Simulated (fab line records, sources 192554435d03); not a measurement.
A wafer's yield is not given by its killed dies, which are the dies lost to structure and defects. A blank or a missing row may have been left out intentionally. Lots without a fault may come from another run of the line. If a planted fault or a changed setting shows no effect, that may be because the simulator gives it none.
fab line records	flow n5Finfet	part 2 of 2: steps 5 to 6 of 6
[record] lots = 19	wafers = 57	lastDay = 19
route steps=1938 shown MOL_CONTACT_COAG@609 BEOL_M0_SAQP@632
lots untouched by any fault: they come from a run of this same line in which no faults occurred
startH: hours from the record's first day to the start of the lot's first wafer shown	waitH: hours elapsed since this lot's preceding step	" as in the row above	L1.1+2: a single row standing in for several wafers	- no value, or no start given	* or withheld: withheld	< > ~ a bound
route shown NAME@n: NAME is a module with steps in the file, n the number in the route of the first one	usual: the fault-free wafers' mean and standard deviation	same: alike in all rows	chamber/n: place in a boat	sites: per-site readings	_std_site: the standard deviation of these	_edge_site: the outer-site mean with the inner-site mean subtracted	radiusMm: how far each site lies from the wafer's centre	mask NAME#n: copy n	behind: tool/chamber where the wafer was last shaped	hold: cause of the lot's hold/its duration in hours/its outcome	device: whichever transistor did not switch (one of n, p or np)	end of line: tests run on the same wafers once the route is complete	for a step that has no rows: nothing shown but its recipe	killed: not the wafer's yield, but the dies lost to structure and defects at the first sort	map: a wafer's dies, x killed, . not, _ none there
set.NAME: setting as actually run; set.NAME@STEP: the setting as run at that earlier step	model.NAME: the simulator's own value behind a step, which no gauge read
route steps across a sampled set of lots; one table per step, one row per wafer
services: the hour from which a tool's chamber was out of use, counted from the record's first day as startH (under 0 if before that day), plus the number of hours and why
[[steps]]
[step N5_BEOL_M0_SAQP_SPACER1_ETCHBACK_99]
[recipe] chemistry = CHF3/O2	mode = anisotropicEtchback	target = SiO2	targetDepthA = 154	timeS = 7.7	pressureMtorr = 30	sourceW = 650	biasW = 170	Ar_flow_sccm = 200	CHF3_flow_sccm = 50	O2_flow_sccm = 5	ionEnergyEv = 200
[usual] drypumpMotorCurrentA = 5.8/0.59	oes_ar_750_au = 0.81/0.073	oes_o_777_au = 0.81/0.074	oesProductAu = 0.81/0.078	rfFwdPowerW = 646.0/2.6	rfVppV = 524/9.8	showerheadPlenumPTorr = 2.38/0.065	throttleValvePct = 18.86/0.21
lot.wafer	tool	chamber	startH	waitH	drypumpMotorCurrentA	oes_ar_750_au	oes_o_777_au	oesProductAu	rfFwdPowerW	rfHoursCounterH	rfVppV	showerheadPlenumPTorr	throttleValvePct
L074.1	rieDiel-02	3	106.15	0.3	6.8	0.83	0.84	0.83	646.4	74	534	2.35	19.21
L074.3	"	0	"	"	5.3	0.91	0.90	0.92	648.6	30	534	2.44	18.58
L074.5	"	2	"	"	6.5	0.83	0.84	0.83	644.9	-	508	2.36	18.73
L075.1	rieDiel-06	2	118.06	0.3	5.7	0.80	0.80	0.78	640.7	117	504	2.31	18.91
L075.3	"	1	"	"	6.0	0.72	0.72	0.71	646.6	182	522	2.49	19.16
L075.6	"	2	"	"	5.7	0.81	0.80	0.79	644.6	-	504	2.31	18.92
L076.2	rieDiel-04	0	120.71	0.3	6.0	0.96	0.96	0.97	643.4	12	532	2.38	18.76
L076.3	"	2	"	"	5.2	0.72	0.71	0.71	649.1	177	521	2.30	18.88
L076.5	"	1	"	"	5.1	0.90	0.93	0.92	649.2	-	524	2.44	18.85
L077.2	rieDiel-02	0	125.42	0.5	5.4	0.90	0.88	0.91	648.3	36	532	2.43	18.59
L077.4	"	2	"	"	6.5	0.83	0.83	0.82	644.5	-	506	2.36	18.75
L077.6	"	0	"	"	5.4	0.90	0.89	0.89	649.6	-	532	2.43	18.57
L078.1	rieDiel-04	1	134.69	0.3	5.1	0.90	0.92	0.91	646.8	25	526	2.44	18.85
L078.4	"	2	"	"	5.2	0.72	0.71	0.71	643.6	182	521	2.30	18.90
L078.6	"	3	"	"	5.6	0.80	0.81	0.80	645.8	-	516	2.33	18.95
L080.1	rieDiel-02	3	144.87	0.3	6.8	0.83	0.83	0.82	642.9	82	532	2.34	19.22
L080.3	"	0	"	"	5.4	0.88	0.88	0.89	642.7	41	534	2.43	18.62
L080.4	"	1	"	"	6.4	0.76	0.77	0.76	641.8	150	533	2.49	18.52
L081.2	rieDiel-06	3	150.65	0.8	5.0	0.74	0.74	0.75	643.7	144	536	2.42	19.00
L081.4	"	0	"	"	6.5	0.95	0.97	0.96	645.7	4	520	2.46	18.65
L081.6	"	2	"	"	5.7	0.79	0.79	0.77	645.5	-	501	2.30	18.93
L082.1	rieDiel-06	2	157.34	0.3	5.7	0.79	0.79	0.78	645.4	130	504	2.30	18.93
L082.4	"	0	"	"	6.5	0.94	0.96	0.95	646.7	6	520	2.46	18.67
L082.6	"	3	"	"	4.9	0.74	0.75	0.74	641.3	-	538	2.42	18.99
L083.1	rieDiel-04	0	163.70	0.3	6.0	0.93	0.93	0.94	642.1	25	532	2.37	18.77
L083.2	"	1	"	"	5.1	0.90	0.90	0.89	645.4	33	526	2.44	18.89
L083.5	"	3	"	"	5.6	0.79	0.80	0.80	646.5	-	516	2.32	18.97
L084.2	rieDiel-06	2	168.96	0.5	5.7	0.79	0.78	0.77	642.7	134	503	2.30	18.94
L084.4	"	3	"	"	4.9	0.73	0.74	0.74	638.4	150	536	2.42	18.99
L084.5	"	3	"	"	4.9	0.75	0.73	0.74	640.4	-	537	2.42	19.00
L085.2	rieDiel-02	1	179.43	0.3	6.4	0.76	0.75	0.75	642.4	161	532	2.49	18.53
L085.4	"	2	"	"	6.5	0.80	0.82	0.80	643.6	76	511	2.35	18.77
L085.6	"	3	"	"	6.8	0.82	0.82	0.82	648.0	-	531	2.34	19.24
L086.2	rieDiel-02	3	184.59	0.3	6.8	0.82	0.83	0.82	646.5	92	532	2.34	19.25
L086.4	"	0	"	"	5.4	0.87	0.86	0.87	648.4	53	533	2.43	18.62
L086.5	"	2	"	"	6.5	0.81	0.81	0.80	648.5	-	508	2.35	18.76
L088.1	rieDiel-02	1	190.96	0.3	6.4	0.75	0.75	0.75	643.4	164	531	2.49	18.54
L088.2	"	3	"	"	6.8	0.81	0.82	0.81	647.0	95	532	2.34	19.24
L088.5	"	3	"	"	6.8	0.82	0.82	0.80	647.0	-	532	2.34	19.24
L090.1	rieDiel-06	0	204.37	0.3	6.5	0.90	0.92	0.91	647.1	20	520	2.45	18.68
L090.4	"	0	"	"	6.5	0.91	0.91	0.90	646.8	-	520	2.45	18.69
L090.6	"	2	"	"	5.6	0.78	0.77	0.76	644.5	-	502	2.30	18.97
L091.1	rieDiel-02	0	208.58	0.3	5.4	0.85	0.85	0.86	647.7	62	531	2.42	18.63
L091.2	"	3	"	"	6.8	0.81	0.81	0.81	647.7	101	533	2.34	19.28
L091.4	"	2	"	"	6.5	0.80	0.81	0.79	645.7	81	507	2.35	18.78
L093.2	rieDiel-04	1	220.75	0.3	5.1	0.87	0.87	0.87	649.2	52	525	2.43	18.91
L093.4	"	2	"	"	5.2	0.69	0.70	0.69	650.3	209	522	2.29	18.95
L093.6	"	0	"	"	6.0	0.89	0.89	0.91	642.9	-	533	2.37	18.79
L094.3	rieDiel-04	2	234.68	0.3	5.2	0.68	0.69	0.69	648.9	212	520	2.29	18.94
L094.4	"	0	"	"	6.0	0.89	0.89	0.90	645.4	-	532	2.36	18.79
L094.5	"	2	"	"	5.2	0.68	0.69	0.69	648.8	-	522	2.29	18.95
L095.1	rieDiel-04	2	238.12	0.3	5.2	0.68	0.69	0.68	648.9	214	522	2.28	18.95
L095.3	"	3	"	"	5.6	0.77	0.78	0.77	647.4	143	516	2.32	19.00
L095.4	"	0	"	"	6.0	0.88	0.89	0.89	646.4	49	534	2.36	18.80
L096.1	rieDiel-04	1	246.99	0.3	5.1	0.86	0.86	0.85	647.5	57	525	2.43	18.91
L096.3	"	2	"	"	5.2	0.68	0.69	0.68	651.2	217	521	2.28	18.95
L096.4	"	3	"	"	5.6	0.77	0.78	0.76	646.6	146	516	2.31	19.01
[step N5_BEOL_M0_SAQP_ETCH_107]
[recipe] chemistry = CH3F/O2	target = SiNx	targetDepthA = 300	maskMaterial = SOC	pressureMtorr = 30	sourceW = 395	biasW = 73	Ar_flow_sccm = 150	CH3F_flow_sccm = 30	O2_flow_sccm = 20	ionEnergyEv = 120
[usual] drypumpMotorCurrentA = 5.8/0.59	oes_ar_750_au = 0.80/0.072	oes_o_777_au = 0.80/0.074	oesProductAu = 0.81/0.077	rfFwdPowerW = 391.3/1.8	rfVppV = 298/5.4	showerheadPlenumPTorr = 1.98/0.056	throttleValvePct = 16.35/0.2
lot.wafer	tool	chamber	startH	waitH	drypumpMotorCurrentA	oes_ar_750_au	oes_o_777_au	oesProductAu	rfFwdPowerW	rfHoursCounterH	rfVppV	showerheadPlenumPTorr	throttleValvePct
L074.1	rieDiel-06	2	107.12	0.0	5.7	0.81	0.81	0.79	392.6	115	285	1.92	16.40
L074.3	"	1	"	"	6.0	0.72	0.72	0.71	393.5	179	297	2.07	16.58
L074.5	"	1	"	"	6.0	0.72	0.72	0.72	392.4	-	297	2.07	16.61
L075.1	rieDiel-02	3	119.12	0.0	6.8	0.83	0.84	0.83	390.9	78	302	1.95	16.64
L075.3	"	2	"	"	6.6	0.82	0.82	0.82	390.6	58	287	1.96	16.21
L075.6	"	3	"	"	6.8	0.83	0.83	0.82	392.5	-	301	1.95	16.66
L076.2	rieDiel-06	2	121.81	0.0	5.7	0.80	0.80	0.79	389.2	118	285	1.91	16.38
L076.3	"	1	"	"	6.0	0.72	0.73	0.72	390.6	183	298	2.07	16.62
L076.5	"	3	"	"	4.9	0.75	0.72	0.76	388.8	-	305	2.01	16.46
L077.2	rieDiel-06	2	126.60	0.0	5.7	0.80	0.81	0.78	391.0	121	286	1.91	16.40
L077.4	"	2	"	"	5.7	0.80	0.80	0.78	393.8	-	286	1.91	16.40
L077.6	"	3	"	"	4.9	0.75	0.72	0.75	387.9	-	305	2.01	16.45
L078.1	rieDiel-04	2	135.65	0.0	5.2	0.70	0.70	0.71	394.6	182	295	1.90	16.40
L078.4	"	3	"	"	5.6	0.80	0.79	0.81	391.6	111	294	1.93	16.42
L078.6	"	3	"	"	5.6	0.80	0.80	0.80	391.4	-	294	1.93	16.43
L080.1	rieDiel-04	1	145.83	0.0	5.1	0.90	0.92	0.90	391.3	28	299	2.03	16.31
L080.3	"	3	"	"	5.6	0.79	0.79	0.80	392.3	114	292	1.93	16.44
L080.4	"	0	"	"	5.9	0.94	0.93	0.95	389.7	20	302	1.97	16.22
L081.2	rieDiel-06	0	151.91	0.0	6.5	0.95	0.96	0.96	392.3	4	295	2.04	16.12
L081.4	"	2	"	"	5.7	0.79	0.79	0.78	389.4	129	286	1.91	16.42
L081.6	"	0	"	"	6.5	0.95	0.96	0.97	389.9	-	296	2.04	16.12
L082.1	rieDiel-02	2	158.30	0.0	6.5	0.81	0.81	0.81	392.6	70	290	1.95	16.22
L082.4	"	1	"	"	6.4	0.76	0.77	0.76	390.1	154	302	2.07	16.03
L082.6	"	1	"	"	6.4	0.76	0.77	0.76	388.5	-	302	2.07	16.04
L083.1	rieDiel-04	2	164.66	0.0	5.2	0.70	0.70	0.71	392.8	191	297	1.90	16.41
L083.2	"	3	"	"	5.6	0.79	0.79	0.79	392.1	119	293	1.93	16.45
L083.5	"	0	"	"	6.0	0.93	0.90	0.94	390.3	-	302	1.97	16.22
L084.2	rieDiel-02	1	169.92	0.0	6.4	0.75	0.76	0.74	388.3	159	303	2.07	16.04
L084.4	"	3	"	"	6.8	0.82	0.82	0.81	390.8	89	303	1.94	16.65
L084.5	"	2	"	"	6.6	0.81	0.80	0.80	390.7	-	287	1.95	16.22
L085.2	rieDiel-02	1	180.75	0.0	6.4	0.75	0.76	0.75	387.3	161	303	2.07	16.04
L085.4	"	0	"	"	5.4	0.86	0.86	0.87	394.5	53	303	2.01	16.07
L085.6	"	0	"	"	5.4	0.87	0.86	0.87	392.1	-	303	2.01	16.06
L086.2	rieDiel-02	1	185.62	0.0	6.4	0.75	0.76	0.75	389.3	162	302	2.07	16.05
L086.4	"	2	"	"	6.5	0.81	0.80	0.80	390.0	77	288	1.95	16.23
L086.5	"	1	"	"	6.4	0.75	0.76	0.75	388.5	-	302	2.07	16.05
L088.1	rieDiel-04	0	192.17	0.0	6.0	0.90	0.90	0.92	392.7	34	302	1.97	16.24
L088.2	"	3	"	"	5.6	0.77	0.78	0.79	389.8	128	293	1.93	16.46
L088.5	"	1	"	"	5.1	0.87	0.89	0.88	390.1	-	296	2.02	16.32
L090.1	rieDiel-04	0	205.39	0.0	6.0	0.90	0.89	0.91	389.8	38	302	1.97	16.25
L090.4	"	2	"	"	5.2	0.69	0.69	0.69	392.0	204	295	1.90	16.43
L090.6	"	3	"	"	5.6	0.78	0.78	0.78	392.3	-	294	1.93	16.48
L091.1	rieDiel-04	2	209.76	0.0	5.2	0.69	0.68	0.69	394.0	206	295	1.90	16.46
L091.2	"	0	"	"	6.0	0.90	0.88	0.91	390.9	40	301	1.97	16.25
L091.4	"	1	"	"	5.1	0.87	0.89	0.87	390.7	49	299	2.02	16.32
L093.2	rieDiel-02	3	221.71	0.0	6.8	0.81	0.81	0.81	390.7	104	303	1.94	16.71
L093.4	"	2	"	"	6.5	0.80	0.79	0.80	393.0	85	289	1.95	16.25
L093.6	"	1	"	"	6.4	0.75	0.75	0.75	391.8	-	301	2.06	16.08
L094.3	rieDiel-04	0	235.67	0.0	5.9	0.89	0.87	0.90	390.8	47	302	1.96	16.25
L094.4	"	2	"	"	5.2	0.68	0.68	0.69	394.7	-	296	1.89	16.45
L094.5	"	3	"	"	5.6	0.76	0.78	0.77	393.7	-	294	1.92	16.49
L095.1	rieDiel-04	3	239.08	0.0	5.6	0.77	0.77	0.77	392.8	143	294	1.92	16.49
L095.3	"	0	"	"	6.0	0.88	0.88	0.90	389.8	49	303	1.96	16.24
L095.4	"	2	"	"	5.2	0.68	0.69	0.69	392.9	215	296	1.89	16.48
L096.1	rieDiel-04	3	248.14	0.0	5.6	0.77	0.76	0.76	390.4	146	293	1.92	16.50
L096.3	"	1	"	"	5.1	0.85	0.86	0.85	392.1	58	300	2.02	16.36
L096.4	"	2	"	"	5.2	0.68	0.67	0.68	391.4	218	297	1.89	16.48
[[services]]
tool	chamber	startH	hours	kind
pecvd-02	2	82.04	24.3	repair
rieDiel-06	0	116.68	-	clean
rieDiel-06	0	116.68	-	consumableReplace:focusRing
rieDiel-02	3	119.82	11.3	repair
pecvd-03	-	120.84	0.8	pm
rieDiel-02	-	136.73	2.7	repair
rieDiel-03	0	138.30	-	clean
rieDiel-03	0	138.30	-	consumableReplace:focusRing
pecvd-03	2	142.11	7.6	repair
rieDiel-04	-	153.50	0.6	repair
pecvd-03	-	154.55	6.0	pm
pecvd-01	0	157.27	29.6	repair
rieDiel-06	1	160.12	7.3	repair
rieDiel-03	2	165.53	5.8	repair
pecvd-01	-	180.22	1.5	repair
rieDiel-02	2	188.45	8.4	repair
rieDiel-05	0	191.10	10.4	repair
rieDiel-01	2	193.46	18.9	repair
rieDiel-06	1	198.28	9.6	repair
rieDiel-03	2	206.92	7.6	repair
rieDiel-04	-	216.50	0.6	repair
pecvd-02	-	223.37	1.4	repair
rieDiel-02	1	227.08	8.1	repair
rieDiel-04	1	232.09	5.6	repair
